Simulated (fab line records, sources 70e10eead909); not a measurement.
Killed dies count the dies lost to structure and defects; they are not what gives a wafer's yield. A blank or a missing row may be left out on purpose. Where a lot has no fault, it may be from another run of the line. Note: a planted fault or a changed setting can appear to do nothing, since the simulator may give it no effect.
Which of the tools did it? -- flow nand-harc -- 23 lots with 69 wafers sampled at 6 steps, on a route of 1159 steps

WHAT THE GAUGES READ, wafer by wafer
The record lacks any reading of a measuring or inspecting step that a usual standard deviation could be used to judge.

EACH LOT AND THE TOOL THAT RAN IT (in order: tool; ch and the chambers of the sampled wafers; start)
lot,NHARC_A_ZERO_WELL_DESCUM_12,NHARC_A_CHANNEL_HOLE_D1_ETCH_39,NHARC_A_CHANNEL_HOLE_D1_XSEM_31,NHARC_A_CHANNEL_FILL_D1_ALD_02,NHARC_A_CHANNEL_FILL_D1_ETCHBACK_19,NHARC_A_STAIRCASE_DESCUM_168
L074,"rie-diel-02 ch 0,2,3, day 6 23:16","rie-diel-01 ch 0,1,3, day 9 06:52 or earlier","xsem-02 ch 0, day 9 06:52","ald-hk-02 ch 1,2,3, day 9 07:10","rie-si-04 ch 0,2,3, day 10 07:41","rie-diel-05 ch 1,2,3, day 11 14:32"
L076,"rie-diel-13 ch 0,2,3, day 7 02:41","rie-diel-08 ch 1,3, day 9 02:43 or earlier","xsem-02 ch 0, day 9 02:43","ald-hk-02 ch 1,3, day 9 04:00","rie-si-06 ch 0,2,3, day 10 03:54","rie-diel-05 ch 0,2, day 11 04:40"
L075,"rie-diel-11 ch 2,3, day 7 03:28","rie-diel-08 ch 1,2, day 9 07:07 or earlier","xsem-01 ch 0, day 9 07:07","ald-hk-04 ch 0,1, day 9 07:29","rie-si-05 ch 0,2,3, day 10 07:46","rie-diel-10 ch 0,1,2, day 11 09:32"
L077,"rie-diel-11 ch 1,2, day 7 07:42","rie-diel-07 ch 0,1,3, day 9 11:01 or earlier","xsem-02 ch 0, day 9 11:01","ald-hk-04 ch 0,1, day 9 11:20","rie-si-04 ch 0,1,3, day 10 12:04","rie-diel-06 ch 0,3, day 11 14:41"
L078,"rie-diel-13 ch 0,1,3, day 7 16:40","rie-diel-08 ch 0,1,2, day 9 14:28 or earlier","xsem-01 ch 0, day 9 14:28","ald-hk-02 ch 1,2,3, day 9 14:46","rie-si-05 ch 1,2,3, day 10 12:03","rie-diel-06 ch 1,2, day 11 14:22"
L081,"rie-diel-02 ch 1,2,3, day 8 00:32","rie-diel-08 ch 0,3, day 9 21:48 or earlier","xsem-02 ch 0, day 9 21:48","ald-hk-02 ch 0,1,3, day 9 22:10","rie-si-04 ch 0,1,2, day 10 23:28","rie-diel-06 ch 0,1,2, day 12 00:52"
L080,"rie-diel-11 ch 0,1,3, day 8 00:50","rie-diel-07 ch 2,3, day 9 21:04 or earlier","xsem-01 ch 0, day 9 21:04","ald-hk-02 ch 0,1, day 9 21:20","rie-si-06 ch 0,2,3, day 10 23:29","rie-diel-06 ch 0,1, day 12 01:01"
L083,"rie-diel-02 ch 0,2, day 8 21:37","rie-diel-08 ch 0,2,3, day 11 00:38 or earlier","xsem-01 ch 0, day 11 00:38","ald-hk-02 ch 1,3, day 11 04:48","rie-si-06 ch 0,1, day 12 04:47","rie-diel-06 ch 0,1,2, day 13 05:34"
L082,"rie-diel-11 ch 1,3, day 8 22:08","rie-diel-01 ch 0,2,3, day 10 20:23 or earlier","xsem-01 ch 0, day 10 20:23","ald-hk-02 ch 0,3, day 11 00:16","rie-si-05 ch 0,1,3, day 12 00:16","rie-diel-05 ch 1,2, day 13 01:18"
L085,"rie-diel-11 ch 1,2, day 9 00:01","rie-diel-01 ch 2,3, day 10 21:01 or earlier","xsem-02 ch 0, day 10 21:01","ald-hk-02 ch 0,1, day 11 00:42","rie-si-06 ch 1,3, day 12 00:13","rie-diel-06 ch 0,1, day 13 01:07"
L084,"rie-diel-02 ch 2,3, day 9 01:31","rie-diel-01 ch 2,3, day 11 01:37 or earlier","xsem-02 ch 0, day 11 01:37","ald-hk-02 ch 1,2, day 11 05:19","rie-si-05 ch 0,2, day 12 04:48","rie-diel-05 ch 1,2, day 13 05:44"
L086,"rie-diel-13 ch 0,1,3, day 9 18:55","rie-diel-08 ch 1,2,3, day 11 19:06 or earlier","xsem-01 ch 0, day 11 19:06","ald-hk-01 ch 0,1,3, day 11 19:23","rie-si-05 ch 0,2,3, day 12 19:35","rie-diel-06 ch 1,2,3, day 13 21:14"
L087,"rie-diel-11 ch 1,2,3, day 9 18:58","rie-diel-08 ch 2,3, day 11 20:16 or earlier","xsem-02 ch 0, day 11 20:16","ald-hk-04 ch 0,1,3, day 11 20:42","rie-si-06 ch 0,2,3, day 12 19:37","rie-diel-05 ch 0,1,2, day 13 20:56"
L088,"rie-diel-11 ch 0,2,3, day 10 02:44","rie-diel-01 ch 0,1, day 11 23:46 or earlier","xsem-01 ch 0, day 11 23:46","ald-hk-02 ch 0,2,3, day 12 00:15","rie-si-04 ch 0,1,2, day 13 00:47","rie-diel-06 ch 2,3, day 14 01:40"
L089,"rie-diel-11 ch 0,1,2, day 10 11:53","rie-diel-08 ch 0,2, day 12 08:56 or earlier","xsem-02 ch 0, day 12 08:56","ald-hk-04 ch 0,1, day 12 09:13","rie-si-06 ch 0,1,3, day 13 11:25","rie-diel-10 ch 0,2,3, day 14 12:46"
L090,"rie-diel-02 ch 0,2, day 10 12:25","rie-diel-01 ch 0,3, day 12 09:07 or earlier","xsem-01 ch 0, day 12 09:07","ald-hk-01 ch 1,2,3, day 12 09:26","rie-si-04 ch 0,1,2, day 13 11:25","rie-diel-05 ch 1,2, day 14 12:47"
L091,"rie-diel-02 ch 1,2,3, day 11 01:11","rie-diel-07 ch 1,2,3, day 13 10:44 or earlier","xsem-02 ch 0, day 13 10:44","ald-hk-04 ch 0,2,3, day 13 11:10","rie-si-04 ch 2,3, day 14 11:18","rie-diel-10 ch 0,1, day 15 12:22"
L092,"rie-diel-13 ch 0,2,3, day 11 09:22","rie-diel-01 ch 0,3, day 13 07:47 or earlier","xsem-01 ch 0, day 13 07:47","ald-hk-04 ch 2,3, day 13 08:10","rie-si-06 ch 0,1,3, day 14 07:06","rie-diel-06 ch 1,2,3, day 15 08:55"
L093,"rie-diel-11 ch 2,3, day 11 09:40","rie-diel-01 ch 2,3, day 13 07:01 or earlier","xsem-02 ch 0, day 13 07:01","ald-hk-04 ch 0,3, day 13 07:23","rie-si-05 ch 1,2,3, day 14 07:06","rie-diel-06 ch 0,1, day 15 08:33"
L094,"rie-diel-02 ch 0,2,3, day 11 12:11","rie-diel-08 ch 0,1,2, day 13 11:56 or earlier","xsem-01 ch 0, day 13 11:56","ald-hk-02 ch 0,1,2, day 13 12:18","rie-si-05 ch 0,2,3, day 14 11:17","rie-diel-10 ch 0,2,3, day 15 16:08"
L095,"rie-diel-11 ch 0,1,2, day 11 17:55","rie-diel-08 ch 0,1,2, day 13 14:51 or earlier","xsem-01 ch 0, day 13 14:51","ald-hk-04 ch 0,1,3, day 13 15:13","rie-si-06 ch 1,2,3, day 14 15:06","rie-diel-05 ch 0,2,3, day 15 15:58"
L096,"rie-diel-13 ch 0,1, day 12 00:10","rie-diel-01 ch 0,1, day 13 22:32 or earlier","xsem-01 ch 0, day 13 22:32","ald-hk-01 ch 0,3, day 13 22:53","rie-si-06 ch 0,2,3, day 14 22:47","rie-diel-05 ch 0,1,3, day 16 00:01"
L097,"rie-diel-02 ch 0,1, day 12 17:26","rie-diel-08 ch 0,2,3, day 14 20:32 or earlier","xsem-02 ch 0, day 14 20:32","ald-hk-04 ch 0,1, day 14 20:58","rie-si-04 ch 0,1, day 15 21:16","rie-diel-05 ch 1,2,3, day 16 23:56"
- NHARC_A_ZERO_WELL_DESCUM_12: chemistry O2, time 3 s.
- NHARC_A_CHANNEL_HOLE_D1_ETCH_39: etches the open film in N2/H2, target depth 260 nm, time 325 s.
- NHARC_A_CHANNEL_HOLE_D1_XSEM_31
- NHARC_A_CHANNEL_FILL_D1_ALD_02: deposits SiO2, target thk 6 nm, pulse time 10 s, ald cycles 60.
- NHARC_A_CHANNEL_FILL_D1_ETCHBACK_19: etches the open film in HBr/Cl2, target depth 5 nm, time 1.7 s.
- NHARC_A_STAIRCASE_DESCUM_168: chemistry O2, time 3 s.

WHAT THE TOOLS THEMSELVES READ (means of the sampled wafers that have a number; where no wafer has one, the mark that the record gives instead)
NHARC_A_ZERO_WELL_DESCUM_12. Usual: drypump-motor-current-A 5.9 A, standard deviation 0.46; oes-product-au 0.997 a.u., standard deviation 0.0093; rf-vpp-V 57.9 V, standard deviation 0.82; showerhead-plenum-p-Torr 1.92 Torr, standard deviation 0.06; throttle-valve-pct 11.311 %, standard deviation 0.0087.
lot,tool,drypump-motor-current-A (A),oes-product-au (a.u.),rf-vpp-V (V),showerhead-plenum-p-Torr (Torr),throttle-valve-pct (%),flag
L074,rie-diel-02,6.0,0.995,58.2,1.89,11.322,
L076,rie-diel-13,5.5,1.002,57.7,1.93,11.306,
L075,rie-diel-11,6.3,1.000,58.2,1.93,11.309,
L077,rie-diel-11,6.4,1.004,57.2,1.92,11.315,
L078,rie-diel-13,5.2,1.000,58.2,1.98,11.299,
L081,rie-diel-02,6.0,0.992,57.3,1.90,11.306,
L080,rie-diel-11,6.0,0.999,58.3,1.96,11.313,
L083,rie-diel-02,5.7,0.999,58.0,1.88,11.309,
L082,rie-diel-11,6.0,0.992,58.0,1.94,11.310,
L085,rie-diel-11,6.4,1.000,57.7,1.92,11.306,
L084,rie-diel-02,6.3,0.997,58.0,1.90,11.310,
L086,rie-diel-13,5.1,0.992,58.7,1.98,11.307,
L087,rie-diel-11,6.1,0.996,58.1,1.94,11.306,
L088,rie-diel-11,6.1,0.994,58.1,1.95,11.320,
L089,rie-diel-11,6.2,1.006,57.4,1.94,11.310,
L090,rie-diel-02,5.7,1.003,58.1,1.94,11.315,
L091,rie-diel-02,6.0,0.998,58.2,1.90,11.312,
L092,rie-diel-13,5.5,1.014,59.0,1.93,11.306,
L093,rie-diel-11,6.0,0.995,58.4,1.95,11.319,
L094,rie-diel-02,6.0,0.993,56.7,1.89,11.305,
L095,rie-diel-11,6.2,0.994,58.1,1.94,11.305,
L096,rie-diel-13,5.3,1.005,58.0,1.97,11.308,
L097,rie-diel-02,5.9,0.997,57.2,1.84,11.317,

NHARC_A_CHANNEL_HOLE_D1_ETCH_39. Usual: drypump-motor-current-A 5.8 A, standard deviation 0.33; oes-product-au 0.994 a.u., standard deviation 0.011; rf-vpp-V 432.1 V, standard deviation 2.3; showerhead-plenum-p-Torr 2.10 Torr, standard deviation 0.075; throttle-valve-pct 14.172 %, standard deviation 0.0095.
lot,tool,drypump-motor-current-A (A),oes-product-au (a.u.),rf-vpp-V (V),showerhead-plenum-p-Torr (Torr),throttle-valve-pct (%),flag
L074,rie-diel-01,5.9,1.003,430.6,2.06,14.173,
L076,rie-diel-08,6.1,1.006,432.1,2.10,14.179,
L075,rie-diel-08,5.5,1.003,432.1,2.12,14.173,
L077,rie-diel-07,5.6,0.993,432.0,2.10,14.172,
L078,rie-diel-08,5.5,0.985,433.4,2.14,14.170,
L081,rie-diel-08,6.0,0.991,433.2,2.12,14.168,
L080,rie-diel-07,6.1,0.997,430.9,2.06,14.169,
L083,rie-diel-08,5.7,0.993,433.4,2.13,14.174,
L082,rie-diel-01,5.9,0.988,430.5,2.05,14.168,
L085,rie-diel-01,5.7,0.983,431.4,2.10,14.174,
L084,rie-diel-01,5.7,0.990,432.1,2.10,14.173,
L086,rie-diel-08,5.8,0.997,432.4,2.11,14.171,
L087,rie-diel-08,5.6,1.008,432.7,2.10,14.171,
L088,rie-diel-01,6.1,0.999,430.1,2.01,14.172,
L089,rie-diel-08,5.4,0.979,433.7,2.16,14.185,
L090,rie-diel-01,5.9,0.991,428.7,1.98,14.178,
L091,rie-diel-07,5.7,1.001,433.0,2.11,14.176,
L092,rie-diel-01,5.8,0.991,430.1,2.02,14.177,
L093,rie-diel-01,5.8,0.993,431.9,2.10,14.169,
L094,rie-diel-08,5.5,0.995,433.8,2.14,14.174,
L095,rie-diel-08,5.5,0.994,432.7,2.13,14.168,
L096,rie-diel-01,6.1,0.989,428.8,2.01,14.176,
L097,rie-diel-08,5.7,0.991,433.3,2.12,14.165,

NHARC_A_CHANNEL_HOLE_D1_XSEM_31. Usual: bot-cd-nm 74.3 nm, standard deviation 1.5; bow-nm 8.6 nm, standard deviation 0.35; tilt-deg 0.09 degrees, standard deviation 0.045.
lot,tool,bot-cd-nm (nm),bow-nm (nm),tilt-deg (degrees),flag
L074,xsem-02,73.9,9.2,0.05,
L076,xsem-02,75.6,8.7,0.12,
L075,xsem-01,74.0,8.7,0.16,
L077,xsem-02,72.3,8.8,0.04,
L078,xsem-01,74.1,8.5,0.18,
L081,xsem-02,74.0,8.9,0.00,
L080,xsem-01,74.7,8.6,0.12,
L083,xsem-01,72.6,8.2,0.17,
L082,xsem-01,74.0,8.5,0.06,
L085,xsem-02,74.6,8.3,0.05,
L084,xsem-02,73.3,8.6,0.12,
L086,xsem-01,73.9,8.5,0.10,
L087,xsem-02,73.6,8.3,0.04,
L088,xsem-01,75.9,8.7,0.12,
L089,xsem-02,75.5,9.5,0.10,
L090,xsem-01,74.2,8.2,0.09,
L091,xsem-02,73.1,8.2,0.14,
L092,xsem-01,75.6,9.0,0.05,
L093,xsem-02,72.9,8.5,0.13,
L094,xsem-01,73.7,9.0,0.08,
L095,xsem-01,74.8,8.9,0.04,
L096,xsem-01,75.5,8.1,0.07,
L097,xsem-02,73.4,8.9,0.06,

NHARC_A_CHANNEL_FILL_D1_ALD_02. Usual: heater-power-w 472 W, standard deviation 34; precursor-pulse-height-rel 1.001, standard deviation 0.018.
lot,tool,heater-power-w (W),precursor-pulse-height-rel,flag
L074,ald-hk-02,471,1.006,
L076,ald-hk-02,435,0.998,
L075,ald-hk-04,453,1.003,
L077,ald-hk-04,459,0.996,
L078,ald-hk-02,467,0.993,
L081,ald-hk-02,457,1.000,
L080,ald-hk-02,456,1.023,
L083,ald-hk-02,457,0.993,
L082,ald-hk-02,469,1.023,
L085,ald-hk-02,441,1.003,
L084,ald-hk-02,456,0.996,
L086,ald-hk-01,479,0.988,
L087,ald-hk-04,467,1.009,
L088,ald-hk-02,490,1.002,
L089,ald-hk-04,456,0.994,
L090,ald-hk-01,498,0.996,
L091,ald-hk-04,472,0.973,
L092,ald-hk-04,498,0.997,
L093,ald-hk-04,506,1.027,
L094,ald-hk-02,467,0.997,
L095,ald-hk-04,486,1.002,
L096,ald-hk-01,459,1.008,
L097,ald-hk-04,456,1.011,

NHARC_A_CHANNEL_FILL_D1_ETCHBACK_19. Usual: drypump-motor-current-A 5.9 A, standard deviation 0.47; oes-product-au 0.995 a.u., standard deviation 0.011; throttle-valve-pct 26.405 %, standard deviation 0.0093.
lot,tool,drypump-motor-current-A (A),oes-product-au (a.u.),throttle-valve-pct (%),flag
L074,rie-si-04,6.2,1.006,26.403,
L076,rie-si-06,5.7,0.988,26.398,
L075,rie-si-05,5.8,1.001,26.405,
L077,rie-si-04,6.1,0.996,26.407,
L078,rie-si-05,5.8,1.002,26.402,
L081,rie-si-04,5.9,1.004,26.417,
L080,rie-si-06,5.7,0.994,26.405,
L083,rie-si-06,5.8,0.990,26.399,
L082,rie-si-05,6.0,0.996,26.411,
L085,rie-si-06,6.3,0.984,26.402,
L084,rie-si-05,5.9,0.981,26.403,
L086,rie-si-05,5.8,0.993,26.403,
L087,rie-si-06,5.7,0.996,26.401,
L088,rie-si-04,5.9,0.997,26.412,
L089,rie-si-06,5.9,0.988,26.409,
L090,rie-si-04,5.9,0.993,26.406,
L091,rie-si-04,6.3,1.013,26.407,
L092,rie-si-06,5.9,0.985,26.400,
L093,rie-si-05,5.8,1.002,26.409,
L094,rie-si-05,5.8,0.993,26.398,
L095,rie-si-06,6.0,0.996,26.409,
L096,rie-si-06,5.7,0.990,26.406,
L097,rie-si-04,5.8,0.987,26.408,

NHARC_A_STAIRCASE_DESCUM_168. Usual: drypump-motor-current-A 5.9 A, standard deviation 0.46; oes-product-au 0.997 a.u., standard deviation 0.0096; rf-vpp-V 57.7 V, standard deviation 0.8; showerhead-plenum-p-Torr 1.90 Torr, standard deviation 0.059; throttle-valve-pct 11.312 %, standard deviation 0.0086.
lot,tool,drypump-motor-current-A (A),oes-product-au (a.u.),rf-vpp-V (V),showerhead-plenum-p-Torr (Torr),throttle-valve-pct (%),flag
L074,rie-diel-05,5.9,0.988,57.4,1.89,11.313,
L076,rie-diel-05,6.4,0.987,57.8,1.96,11.312,
L075,rie-diel-10,6.2,0.999,57.1,1.93,11.309,
L077,rie-diel-06,6.1,1.002,58.4,1.96,11.316,
L078,rie-diel-06,5.5,0.998,57.9,1.88,11.316,
L081,rie-diel-06,5.8,0.998,57.6,1.91,11.316,
L080,rie-diel-06,6.0,0.991,58.5,1.94,11.321,
L083,rie-diel-06,5.8,1.005,58.0,1.91,11.311,
L082,rie-diel-05,6.2,0.995,58.1,1.94,11.310,
L085,rie-diel-06,5.9,0.999,57.7,1.92,11.314,
L084,rie-diel-05,6.2,1.001,57.3,1.94,11.316,
L086,rie-diel-06,5.7,1.002,57.3,1.90,11.310,
L087,rie-diel-05,6.0,1.003,57.7,1.89,11.316,
L088,rie-diel-06,5.9,0.992,57.0,1.92,11.307,
L089,rie-diel-10,5.6,1.009,58.1,1.92,11.312,
L090,rie-diel-05,6.2,0.991,57.1,1.93,11.313,
L091,rie-diel-10,6.3,0.997,57.6,1.89,11.310,
L092,rie-diel-06,5.8,1.009,57.3,1.90,11.312,
L093,rie-diel-06,5.9,0.999,57.4,1.91,11.319,
L094,rie-diel-10,5.6,1.004,58.0,1.92,11.310,
L095,rie-diel-05,6.1,0.989,57.2,1.89,11.310,
L096,rie-diel-05,5.6,0.995,57.0,1.83,11.319,
L097,rie-diel-05,5.9,0.997,57.7,1.88,11.313,

THE ANSWER, worked out from the rows above alone
Rule: a lot counts as off when the mean over its wafers that have a number is more than 3 standard deviations away from the usual mean. Also off: a lot with no number at a reading for which 4 or more lots have one. Any other lot the step has rows for is counted as sound. The gauges are gone through in route order, then the tools' own readings, and for those a lot's mean is taken as printed above. The first step at which some lot is off is used, and at that step the reading that is off furthest; a lot without a number counts as furthest.
Across all readings shown, no lot is off: no conclusion can be drawn from this.

WHAT THE SIMULATOR HAD PUT IN
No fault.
